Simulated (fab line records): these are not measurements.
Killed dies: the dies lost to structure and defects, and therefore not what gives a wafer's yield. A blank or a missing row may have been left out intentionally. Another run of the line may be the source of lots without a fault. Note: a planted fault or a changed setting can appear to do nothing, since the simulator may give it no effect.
fab line records -- flow n5_finfet -- part 1 of 2: steps 1 to 5 of 8
record: lots: 15, wafers: 45, last_day: 18
route steps=1938 shown MOL_CONTACT_COAG@627 BEOL_M0_SAQP@649 BEOL_M4@1111
lots untouched by any fault: they come from a run of this same line in which no faults occurred
start_h: hours from the record's opening day to when the first of the lot's shown wafers began -- wait_h: hours from the lot's prior step to this one -- " repeats the value in the row above -- L1.1+2: a row that stands for several wafers -- - value missing, or start not given -- * or withheld: withheld -- < > ~ a bound
route shown NAME@n: names a module that has steps shown in the file, with the first one's number in the route -- usual: mean/standard deviation of fault-free wafers -- same: alike in all rows -- chamber/n: place in a boat -- sites: the reading at each site -- _std_site: the values' standard deviation -- _edge_site: outer sites' mean less inner sites' -- radius_mm: how far each site lies from the wafer's centre -- mask NAME#n: copy n -- behind: the most recent tool/chamber to have shaped the wafer -- hold: the reason the lot was held/the length of the hold in hours/how it ended -- device: transistor that didn't switch, given as n, p or np -- end of line: the route-end tests of the same wafers -- a step with no rows: only its recipe -- killed: dies lost to structure and defects at the first sort, not the wafer's yield -- map: dies across one wafer; x = killed, . = not, _ = none there
set.NAME: the setting the step ran with; set.NAME@STEP: the setting that earlier step ran with -- model.NAME: the simulator's own value behind a step, which no gauge read
a sample of lots followed through the steps of the route, with each step as a table and each wafer as a row
services: the hour from which a tool's chamber was out of use, counted from the record's first day as start_h (under 0 if before that day), plus the number of hours and why
== steps ==
step: N5_MOL_CONTACT_COAG_CMP_52
recipe: stop_on: SiO2, t_overpolish_s: 1.5, post_cmp_clean: w_dilute_nh4oh, down_force_psi: 4, platen_rpm: 50.289, pad_velocity_m_s: 1.0006, target_thk_nm: 66.5
usual: head_pressure_psi: 3.998/0.0087, motor_current_A: 11.9/1.4, overpolish_run_s: 1.501/0.0094, pad_life_wafers: 1043/490, time_to_endpoint_s: 12.2/2.6
lot.wafer,tool,chamber,start_h,wait_h,head_pressure_psi,motor_current_A,overpolish_run_s,pad_life_wafers,time_to_endpoint_s
L794.3,cmp-01,0,112.70,0.1,3.988,11.0,1.493,1441,9.6
L794.4,cmp-01,2,112.70,0.1,3.987,13.5,1.491,1443,9.8
L794.5,cmp-01,0,112.70,0.1,3.995,10.1,1.493,-,9.5
L796.4,cmp-01,0,120.32,0.0,3.997,10.5,1.501,1530,12.3
L796.1,cmp-01,3,120.32,0.0,3.997,12.7,1.502,1533,15.4
L796.6,cmp-01,1,120.32,0.0,3.988,11.9,1.509,-,12.0
L801.4,cmp-02,3,154.58,0.1,4.003,10.7,1.497,1071,17.8
L801.5,cmp-02,0,154.58,0.1,4.000,11.8,1.503,-,16.2
L801.6,cmp-02,1,154.58,0.1,4.003,10.9,1.502,-,13.9
L802.2,cmp-02,1,156.72,0.0,3.983,10.6,1.512,1092,12.6
L802.1,cmp-02,0,156.72,0.0,4.007,11.8,1.506,1095,14.9
L802.6,cmp-02,2,156.72,0.0,4.007,10.7,1.510,-,12.0
L803.3,cmp-03,0,165.66,0.1,3.990,12.7,1.506,835,11.3
L803.6,cmp-03,3,165.66,0.1,4.002,9.5,1.507,-,8.8
L803.5,cmp-03,0,165.66,0.1,4.005,13.5,1.506,-,11.5
L806.1,cmp-01,3,191.82,0.0,3.993,12.5,1.501,108,14.7
L806.4,cmp-01,0,191.82,0.0,3.998,10.7,1.488,109,12.0
L806.3,cmp-01,2,191.82,0.0,3.994,12.5,1.508,111,12.3
L808.3,cmp-03,3,194.65,0.1,4.005,10.1,1.510,1101,13.4
L808.6,cmp-03,0,194.65,0.1,3.991,13.2,1.500,-,14.6
L808.5,cmp-03,1,194.65,0.1,3.999,10.9,1.488,-,16.3
L809.3,cmp-03,0,203.05,0.0,3.987,13.6,1.500,1194,11.1
L809.4,cmp-03,1,203.05,0.0,3.991,11.2,1.505,1195,13.3
L809.6,cmp-03,1,203.05,0.0,3.995,11.5,1.506,-,13.2
L810.2,cmp-01,2,206.87,0.0,3.992,12.4,1.498,318,12.9
L810.3,cmp-01,1,206.87,0.0,3.998,12.1,1.498,321,13.4
L810.6,cmp-01,3,206.87,0.0,3.983,12.7,1.475,-,14.3
L811.4,cmp-01,0,209.86,0.1,3.993,10.7,1.491,337,11.2
L811.3,cmp-01,1,209.86,0.1,3.989,12.0,1.500,338,11.0
L811.2,cmp-01,2,209.86,0.1,3.996,13.1,1.498,339,10.9
L812.2,cmp-03,1,216.67,0.0,3.994,11.3,1.501,1314,17.9
L812.4,cmp-03,2,216.67,0.0,3.989,14.1,1.491,1315,12.4
L812.1,cmp-03,3,216.67,0.0,3.981,9.4,1.504,1316,13.5
L813.2,cmp-03,2,226.83,0.1,4.005,14.8,1.515,1399,10.1
L813.1,cmp-03,3,226.83,0.1,3.996,9.3,1.519,1400,13.6
L813.4,cmp-03,0,226.83,0.1,4.011,13.3,1.501,1401,12.9
L814.3,cmp-01,3,227.30,0.0,3.999,12.7,1.513,480,14.1
L814.2,cmp-01,0,227.30,0.0,3.991,10.6,1.508,481,11.5
L814.4,cmp-01,1,227.30,0.0,3.985,11.7,1.492,482,12.9
L815.3,cmp-02,0,235.85,0.2,4.003,11.4,1.496,1527,14.5
L815.6,cmp-02,1,235.85,0.2,4.014,11.0,1.499,-,12.9
L815.5,cmp-02,2,235.85,0.2,3.998,11.2,1.491,-,13.8
L816.1,cmp-01,1,238.65,0.0,3.995,11.7,1.520,576,10.1
L816.4,cmp-01,0,238.65,0.0,3.996,10.6,1.506,579,10.9
L816.5,cmp-01,2,238.65,0.0,4.001,12.9,1.498,-,11.4
step: N5_BEOL_M0_SAQP_CD_MEAS_14
recipe: target_cd_nm: 42.5, landing_energy_ev: 500, detector: se_inlens
usual: cd_nm: 42.4/0.41
lot.wafer,tool,chamber,start_h,wait_h,cd_nm
L794.3,cd_sem-02,0,120.67,-,42.2
L794.4,cd_sem-02,0,120.67,-,42.6
L794.5,cd_sem-02,0,120.67,-,42.3
L796.1,cd_sem-01,0,126.67,-,42.2
L796.4,cd_sem-01,0,126.67,-,42.4
L796.6,cd_sem-01,0,126.67,-,42.2
L801.4,cd_sem-03,0,159.58,-,42.4
L801.5,cd_sem-03,0,159.58,-,42.8
L801.6,cd_sem-03,0,159.58,-,41.7
L802.1,cd_sem-02,0,162.62,-,42.6
L802.2,cd_sem-02,0,162.62,-,42.3
L802.6,cd_sem-02,0,162.62,-,42.0
L803.3,cd_sem-03,0,170.69,-,42.2
L803.5,cd_sem-03,0,170.69,-,42.3
L803.6,cd_sem-03,0,170.69,-,41.8
L806.1,cd_sem-01,0,197.58,-,42.8
L806.3,cd_sem-01,0,197.58,-,42.6
L806.4,cd_sem-01,0,197.58,-,42.9
L808.3,cd_sem-03,0,200.07,-,42.4
L808.5,cd_sem-03,0,200.07,-,42.3
L808.6,cd_sem-03,0,200.07,-,42.5
L809.3,cd_sem-03,0,207.64,-,41.6
L809.4,cd_sem-03,0,207.64,-,41.9
L809.6,cd_sem-03,0,207.64,-,42.4
L810.2,cd_sem-03,0,211.68,-,42.3
L810.3,cd_sem-03,0,211.68,-,41.9
L810.6,cd_sem-03,0,211.68,-,42.8
L811.2,cd_sem-03,0,214.45,-,42.8
L811.3,cd_sem-03,0,214.45,-,42.7
L811.4,cd_sem-03,0,214.45,-,42.5
L812.1,cd_sem-03,0,221.37,-,42.9
L812.2,cd_sem-03,0,221.37,-,42.4
L812.4,cd_sem-03,0,221.37,-,42.8
L813.1,cd_sem-02,0,232.11,-,42.9
L813.2,cd_sem-02,0,232.11,-,42.7
L813.4,cd_sem-02,0,232.11,-,42.6
L814.2,cd_sem-02,0,235.27,-,43.0
L814.3,cd_sem-02,0,235.27,-,42.3
L814.4,cd_sem-02,0,235.27,-,42.4
L815.3,cd_sem-02,0,240.68,-,42.0
L815.5,cd_sem-02,0,240.68,-,42.3
L815.6,cd_sem-02,0,240.68,-,42.2
L816.1,cd_sem-02,0,243.88,-,42.8
L816.4,cd_sem-02,0,243.88,-,42.5
L816.5,cd_sem-02,0,243.88,-,42.7
step: N5_BEOL_M0_SAQP_OVL_MEAS_15
recipe: points_per_wafer: 44
usual: M0_CORE_OVL: 0.2/0.75
lot.wafer,tool,chamber,start_h,wait_h,M0_CORE_OVL[nm]
L794.3,overlay-02,0,120.69,0.0,-1.7
L794.4,overlay-02,0,120.69,0.0,-1.2
L794.5,overlay-02,0,120.69,0.0,-0.4
L796.1,overlay-01,0,126.70,0.0,0.1
L796.4,overlay-01,0,126.70,0.0,-1.0
L796.6,overlay-01,0,126.70,0.0,1.2
L801.4,overlay-01,0,159.60,0.0,0.5
L801.5,overlay-01,0,159.60,0.0,-0.1
L801.6,overlay-01,0,159.60,0.0,0.2
L802.1,overlay-02,0,162.65,0.0,1.0
L802.2,overlay-02,0,162.65,0.0,0.2
L802.6,overlay-02,0,162.65,0.0,0.5
L803.3,overlay-02,0,170.72,0.0,-0.5
L803.5,overlay-02,0,170.72,0.0,0.6
L803.6,overlay-02,0,170.72,0.0,0.8
L806.1,overlay-02,0,197.61,0.0,0.8
L806.3,overlay-02,0,197.61,0.0,-0.6
L806.4,overlay-02,0,197.61,0.0,-0.1
L808.3,overlay-01,0,200.10,0.0,0.0
L808.5,overlay-01,0,200.10,0.0,0.3
L808.6,overlay-01,0,200.10,0.0,0.8
L809.3,overlay-02,0,207.67,0.0,1.0
L809.4,overlay-02,0,207.67,0.0,0.6
L809.6,overlay-02,0,207.67,0.0,1.0
L810.2,overlay-02,0,211.70,0.0,-0.1
L810.3,overlay-02,0,211.70,0.0,0.9
L810.6,overlay-02,0,211.70,0.0,0.8
L811.2,overlay-02,0,214.47,0.0,0.5
L811.3,overlay-02,0,214.47,0.0,-0.3
L811.4,overlay-02,0,214.47,0.0,0.0
L812.1,overlay-02,0,221.41,0.0,0.1
L812.2,overlay-02,0,221.41,0.0,-0.9
L812.4,overlay-02,0,221.41,0.0,0.3
L813.1,overlay-02,0,232.14,0.0,-0.6
L813.2,overlay-02,0,232.14,0.0,0.0
L813.4,overlay-02,0,232.14,0.0,0.0
L814.2,overlay-01,0,235.30,0.0,0.2
L814.3,overlay-01,0,235.30,0.0,0.0
L814.4,overlay-01,0,235.30,0.0,-0.7
L815.3,overlay-02,0,240.70,0.0,1.2
L815.5,overlay-02,0,240.70,0.0,1.1
L815.6,overlay-02,0,240.70,0.0,1.8
L816.1,overlay-01,0,243.91,0.0,-0.9
L816.4,overlay-01,0,243.91,0.0,-1.5
L816.5,overlay-01,0,243.91,0.0,-0.4
step: N5_BEOL_M0_SAQP_ETCH_83
recipe: chemistry: CF4, target: SiARC, target_depth_a: 390, mask_material: CAR-ArF, time_s: 65, ion_energy_ev: 80, pressure_mtorr: 40, source_w: 545, bias_w: 36, Ar_flow_sccm: 100, cf4_flow_sccm: 100, ends: cleared
usual: bias_w: 36.00/0.12, cf4_flow_sccm: 100.0/0.32, drypump_motor_current_A: 5.7/0.45, etch_rf_on_time_s: 64.9/1.4, oes_product_au: 0.67/0.074, rf_vpp_V: 183.7/0.97, showerhead_plenum_p_Torr: 2.10/0.04, throttle_valve_pct: 15.71/0.27
lot.wafer,tool,chamber,start_h,wait_h,bias_w,cf4_flow_sccm,drypump_motor_current_A,etch_rf_on_time_s,oes_product_au,rf_hours_counter_h,rf_vpp_V,showerhead_plenum_p_Torr,throttle_valve_pct
L794.3,rie_diel-06,3,120.80,0.0,35.99,99.8,5.0,65.3,0.65,154,183.0,2.05,15.69
L794.4,rie_diel-06,0,120.80,0.0,36.15,99.7,6.2,65.8,0.76,31,183.7,2.09,15.27
L794.5,rie_diel-06,3,120.80,0.0,36.01,99.9,5.0,65.5,0.65,-,182.4,2.05,15.69
L796.1,rie_diel-06,3,126.80,0.0,36.06,99.9,5.0,65.0,0.64,155,182.8,2.05,15.69
L796.4,rie_diel-06,1,126.80,0.0,35.72,99.9,5.3,66.5,0.61,192,183.6,2.06,15.58
L796.6,rie_diel-06,3,126.80,0.0,35.87,100.3,5.0,64.5,0.65,-,183.2,2.05,15.68
L801.4,rie_diel-01,1,159.69,0.0,-,-,-,-,-,-,-,-,-
L801.5,rie_diel-01,3,159.69,0.0,-,-,-,-,-,-,-,-,-
L801.6,rie_diel-01,2,159.69,0.0,-,-,-,-,-,-,-,-,-
L802.1,rie_diel-06,3,162.74,0.0,-,-,-,-,-,-,-,-,-
L802.2,rie_diel-06,2,162.74,0.0,-,-,-,-,-,-,-,-,-
L802.6,rie_diel-06,1,162.74,0.0,-,-,-,-,-,-,-,-,-
L803.3,rie_diel-03,1,170.81,0.0,-,-,-,-,-,-,-,-,-
L803.5,rie_diel-03,0,170.81,0.0,-,-,-,-,-,-,-,-,-
L803.6,rie_diel-03,1,170.81,0.0,-,-,-,-,-,-,-,-,-
L806.1,rie_diel-01,2,197.71,0.0,36.07,100.0,6.0,62.6,0.80,15,183.7,2.09,15.47
L806.3,rie_diel-01,1,197.71,0.0,35.88,99.4,5.8,63.0,0.74,70,181.8,2.08,15.36
L806.4,rie_diel-01,0,197.71,0.0,35.91,100.0,6.1,63.2,0.78,23,183.6,2.10,15.48
L808.3,rie_diel-06,0,200.19,0.0,36.06,99.6,6.2,65.2,0.73,54,185.1,2.09,15.31
L808.5,rie_diel-06,0,200.19,0.0,35.98,100.3,6.2,64.8,0.74,-,182.7,2.09,15.29
L808.6,rie_diel-06,3,200.19,0.0,36.20,100.6,5.0,65.0,0.64,-,183.3,2.05,15.74
L809.3,rie_diel-03,1,207.76,0.0,35.81,100.3,5.6,65.0,0.58,240,182.9,2.10,16.16
L809.4,rie_diel-03,3,207.76,0.0,36.13,100.3,5.0,65.3,0.60,216,182.2,2.04,15.82
L809.6,rie_diel-03,2,207.76,0.0,35.90,99.7,5.6,66.4,0.61,-,184.2,2.13,16.08
L810.2,rie_diel-01,0,211.80,0.0,35.95,99.5,6.1,64.4,0.77,26,183.8,2.10,15.50
L810.3,rie_diel-01,3,211.80,0.0,35.96,99.3,6.7,62.5,0.64,163,184.6,2.13,15.60
L810.6,rie_diel-01,1,211.80,0.0,36.02,99.8,5.9,64.2,0.73,-,182.0,2.08,15.38
L811.2,rie_diel-03,0,214.57,0.0,35.87,100.0,6.0,65.9,0.75,37,185.0,2.16,15.49
L811.3,rie_diel-03,3,214.57,0.0,36.00,99.6,5.0,65.5,0.60,219,182.8,2.04,15.84
L811.4,rie_diel-03,2,214.57,0.0,35.99,99.9,5.6,66.6,0.61,201,183.6,2.13,16.09
L812.1,rie_diel-03,3,221.50,0.0,36.04,99.7,5.0,65.7,0.60,221,183.2,2.04,15.84
L812.2,rie_diel-03,2,221.50,0.0,35.95,99.8,5.6,66.7,0.61,203,183.5,2.13,16.08
L812.4,rie_diel-03,1,221.50,0.0,36.05,100.2,5.7,65.7,0.58,245,183.9,2.10,16.18
L813.1,rie_diel-06,2,232.23,0.0,36.02,100.4,5.8,63.0,0.62,195,183.7,2.13,15.93
L813.2,rie_diel-06,1,232.23,0.0,35.85,99.7,5.3,66.7,0.60,219,183.5,2.05,15.62
L813.4,rie_diel-06,0,232.23,0.0,36.05,99.5,6.2,66.0,0.72,64,183.4,2.08,15.34
L814.2,rie_diel-06,0,235.39,0.0,35.66,99.8,6.2,66.0,0.72,65,183.4,2.08,15.34
L814.3,rie_diel-06,1,235.39,0.0,35.95,100.6,5.3,66.0,0.60,219,182.9,2.05,15.63
L814.4,rie_diel-06,3,235.39,0.0,36.01,100.1,5.0,65.3,0.63,188,181.4,2.04,15.77
L815.3,rie_diel-01,2,240.95,0.0,36.04,100.0,6.0,63.2,0.77,28,184.0,2.09,15.50
L815.5,rie_diel-01,3,240.95,0.0,36.13,100.5,6.6,61.6,0.64,-,184.4,2.13,15.60
L815.6,rie_diel-01,0,240.95,0.0,35.90,100.8,6.1,63.8,0.76,-,183.0,2.10,15.50
L816.1,rie_diel-03,2,244.31,0.0,35.93,99.8,5.6,66.6,0.61,211,184.1,2.13,16.11
L816.4,rie_diel-03,0,244.31,0.0,35.91,100.1,6.0,65.4,0.74,-,185.6,2.15,15.52
L816.5,rie_diel-03,3,244.31,0.0,36.10,100.0,5.0,65.5,0.60,-,183.8,2.04,15.85
step: N5_BEOL_M0_SAQP_ETCH_84
recipe: chemistry: N2/H2, target: SOC, target_depth_a: 1000, overetch_a: 200, mask_material: SiARC, temp_c: 40, time_s: 150, ion_energy_ev: 200, pressure_mtorr: 30, source_w: 840, bias_w: 150, n2_flow_sccm: 200, h2_flow_sccm: 200
usual: bias_w: 150.0/0.51, chamber_pressure_mTorr: 30.001/0.027, drypump_motor_current_A: 5.7/0.45, n2_flow_sccm: 200.1/0.64, oes_product_au: 0.70/0.075, rf_vpp_V: 522.5/1.8, showerhead_plenum_p_Torr: 2.49/0.058, throttle_valve_pct: 17.94/0.23
lot.wafer,tool,chamber,start_h,wait_h,bias_w,chamber_pressure_mTorr,drypump_motor_current_A,n2_flow_sccm,oes_product_au,rf_hours_counter_h,rf_vpp_V,showerhead_plenum_p_Torr,throttle_valve_pct
L794.3,rie_diel-06,3,120.85,0.0,150.4,30.020,5.0,199.7,0.68,154,520.7,2.43,17.90
L794.4,rie_diel-06,0,120.85,0.0,150.6,29.972,6.2,199.9,0.81,31,522.4,2.49,17.52
L794.5,rie_diel-06,3,120.85,0.0,149.6,29.999,5.0,199.5,0.68,-,520.9,2.43,17.90
L796.1,rie_diel-06,3,126.85,0.0,149.7,29.996,5.0,200.4,0.68,155,521.2,2.43,17.91
L796.4,rie_diel-06,1,126.85,0.0,149.1,29.977,5.3,199.2,0.65,192,520.1,2.43,17.86
L796.6,rie_diel-06,3,126.85,0.0,149.9,29.989,5.0,199.8,0.68,-,521.7,2.43,17.89
L801.4,rie_diel-01,1,159.74,0.0,149.8,30.013,5.9,199.9,0.34,57,522.0,2.46,17.41
L801.5,rie_diel-01,3,159.74,0.0,150.1,29.986,6.7,199.5,0.28,-,524.8,2.55,17.81
L801.6,rie_diel-01,2,159.74,0.0,149.1,30.022,6.1,201.3,0.37,-,523.2,2.51,17.90
L802.1,rie_diel-06,3,162.79,0.0,150.0,30.042,5.0,200.8,0.28,167,520.1,2.43,17.85
L802.2,rie_diel-06,2,162.79,0.0,149.8,30.016,5.8,200.3,0.27,175,523.7,2.52,17.89
L802.6,rie_diel-06,1,162.79,0.0,150.7,30.006,5.3,199.0,0.27,-,520.2,2.43,17.83
L803.3,rie_diel-03,1,170.86,0.0,149.1,29.960,5.6,200.0,0.26,229,522.9,2.51,18.33
L803.5,rie_diel-03,0,170.86,0.0,149.9,29.961,6.0,199.6,0.34,-,525.2,2.60,17.82
L803.6,rie_diel-03,1,170.86,0.0,150.0,30.011,5.7,200.4,0.26,-,522.1,2.51,18.31
L806.1,rie_diel-01,2,197.76,0.0,149.7,29.997,6.1,199.9,0.82,15,522.3,2.50,18.00
L806.3,rie_diel-01,1,197.76,0.0,149.6,29.981,5.8,199.4,0.77,70,522.4,2.45,17.48
L806.4,rie_diel-01,0,197.76,0.0,149.3,30.002,6.1,198.8,0.81,23,523.6,2.48,17.58
L808.3,rie_diel-06,0,200.24,0.0,150.0,30.038,6.2,199.6,0.77,54,522.4,2.48,17.59
L808.5,rie_diel-06,0,200.24,0.0,150.5,29.969,6.2,199.0,0.78,-,522.1,2.48,17.57
L808.6,rie_diel-06,3,200.24,0.0,150.6,29.948,5.0,200.2,0.67,-,520.3,2.42,17.94
L809.3,rie_diel-03,1,207.81,0.0,150.5,30.014,5.7,200.1,0.61,240,523.7,2.51,18.41
L809.4,rie_diel-03,3,207.81,0.0,149.1,30.018,5.0,199.7,0.64,216,519.6,2.41,17.94
L809.6,rie_diel-03,2,207.81,0.0,149.1,30.074,5.6,200.5,0.65,-,523.3,2.52,18.18
L810.2,rie_diel-01,0,211.85,0.0,150.1,30.004,6.1,199.5,0.80,26,523.2,2.48,17.61
L810.3,rie_diel-01,3,211.85,0.0,150.2,30.035,6.7,199.7,0.66,163,524.5,2.54,17.88
L810.6,rie_diel-01,1,211.85,0.0,150.0,30.005,5.8,200.1,0.76,-,521.8,2.45,17.49
L811.2,rie_diel-03,0,214.62,0.0,149.0,30.029,6.0,201.0,0.79,38,525.2,2.59,17.93
L811.3,rie_diel-03,3,214.62,0.0,150.4,30.002,5.0,199.9,0.64,219,519.3,2.41,17.95
L811.4,rie_diel-03,2,214.62,0.0,150.1,30.004,5.6,200.2,0.66,201,522.5,2.52,18.20
L812.1,rie_diel-03,3,221.55,0.0,150.0,30.045,5.0,199.0,0.63,221,520.5,2.41,17.94
L812.2,rie_diel-03,2,221.55,0.0,149.5,30.015,5.6,199.8,0.65,203,522.7,2.52,18.20
L812.4,rie_diel-03,1,221.55,0.0,150.5,29.989,5.7,200.2,0.61,245,523.0,2.51,18.42
L813.1,rie_diel-06,2,232.28,0.0,148.8,30.005,5.8,200.9,0.64,195,523.0,2.52,17.98
L813.2,rie_diel-06,1,232.28,0.0,150.6,30.027,5.3,200.2,0.64,219,520.8,2.42,17.92
L813.4,rie_diel-06,0,232.28,0.0,150.3,30.038,6.2,199.7,0.76,64,520.8,2.47,17.60
L814.2,rie_diel-06,0,235.44,0.0,149.7,30.028,6.2,199.9,0.76,65,523.4,2.47,17.59
L814.3,rie_diel-06,1,235.44,0.0,150.0,29.990,5.3,200.8,0.64,219,518.8,2.42,17.92
L814.4,rie_diel-06,3,235.44,0.0,150.1,29.992,5.0,201.7,0.66,188,519.8,2.42,17.93
L815.3,rie_diel-01,2,241.00,0.0,149.6,30.019,6.0,200.2,0.79,28,522.4,2.50,18.01
L815.5,rie_diel-01,3,241.00,0.0,149.4,30.052,6.7,200.6,0.65,-,523.8,2.54,17.90
L815.6,rie_diel-01,0,241.00,0.0,150.1,30.055,6.1,200.3,0.79,-,521.6,2.48,17.65
L816.1,rie_diel-03,2,244.36,0.0,149.8,30.040,5.6,198.7,0.64,211,521.8,2.52,18.24
L816.4,rie_diel-03,0,244.36,0.0,149.2,30.005,6.0,201.1,0.78,-,523.7,2.59,17.93
L816.5,rie_diel-03,3,244.36,0.0,150.0,30.048,5.0,199.9,0.63,-,518.9,2.41,17.96
== key ==
first_sign: step: N5_BEOL_M0_SAQP_ETCH_83, reading: tool_record, direction: missing
effect: step: N5_BEOL_M0_SAQP_ETCH_84, reading: oes_product_au, direction: down, sigmas: 5.4, usual: 0.70, struck: 0.30
effect: step: N5_BEOL_M0_SAQP_MANDREL_ETCH_20, reading: oes_product_au, direction: down, sigmas: 37, usual: 0.781, struck: 0.327
effect: step: N5_BEOL_M0_SAQP_CD_MEAS_25, reading: cd_nm, direction: missing
met_at N5_BEOL_M0_SAQP_ETCH_83
struck_lots L801,L802,L803
later_rows_left_out L801.4,L801.5,L801.6,L802.1,L802.2,L802.6,L803.3,L803.5,L803.6
sort_left_out L801.4,L801.5,L801.6,L802.1,L802.2,L802.6,L803.3,L803.5,L803.6
not_acting_at N5_MOL_CONTACT_COAG_CMP_52,N5_BEOL_M0_SAQP_CD_MEAS_14,N5_BEOL_M0_SAQP_OVL_MEAS_15
onset_between 126.80 159.69
fault: kind: skipped_step_whole, tool: rie_diel-01,rie_diel-03,rie_diel-06, chamber: -, onset_h: 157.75, steps: N5_BEOL_M0_SAQP_ETCH_83, scope: struck_lots_only
sort_left_out: the simulated sort isn't trusted on such a fault, so these wafers' sort isn't shown, and their yield isn't known
later_rows_left_out: the simulator's readings of these wafers behind a module that went badly wrong aren't trusted and aren't shown, but for the sort
